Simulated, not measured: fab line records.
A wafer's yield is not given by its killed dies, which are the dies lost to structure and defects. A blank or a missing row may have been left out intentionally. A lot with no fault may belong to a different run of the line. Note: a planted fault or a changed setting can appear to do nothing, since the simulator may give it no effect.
Matching of chambers -- flow n5Finfet -- N5_BEOL_M13_ETCH_38 on rieDiel-02: 4 sister chambers
The step etches SiCN in CF4/N2, target depth 67.5 nm, time 71.9 s. 4 wafers are shown with their chamber, then 10 later ones without.

WAFERS WITH THEIR CHAMBER
wafer,chamber,drypumpMotorCurrentA (A)
L086.2,2,5.5
L086.5,3,6.0
L089.2,0,5.0
L089.3,1,6.4

WAFERS WITHOUT THEIR CHAMBER
wafer,drypumpMotorCurrentA (A)
L089.5,5.0
L092.3,6.4
L092.4,5.6
L092.5,5.0
L090.4,5.0
L090.5,6.4
L090.6,5.6
L093.1,6.4
L093.2,5.0
L093.6,6.4

WHICH CHAMBER EACH ONE RAN IN
wafer,from the rows above,in truth
L089.5,0,0
L092.3,1,1
L092.4,2,2
L092.5,0,0
L090.4,0,0
L090.5,1,1
L090.6,2,2
L093.1,1,1
L093.2,0,0
L093.6,1,1
Correct placement for 10 of the 10. Left unplaced by these rows: 0. Number placed wrongly: 0.
How it was worked out, from the rows above alone: a wafer's distance from a chamber is the root of the sum, over the readings, of the square of ((its reading less the chamber's mean) divided by the reading's scatter). If the next closest chamber is less than 2 further off than the closest, the wafer can't be placed; otherwise it belongs to the closest. For every chamber, the mean is computed from those of its wafers that are shown. The scatter: with one shown wafer a chamber, the root of the mean of the squares of how far each hidden wafer lies from its nearest shown one.
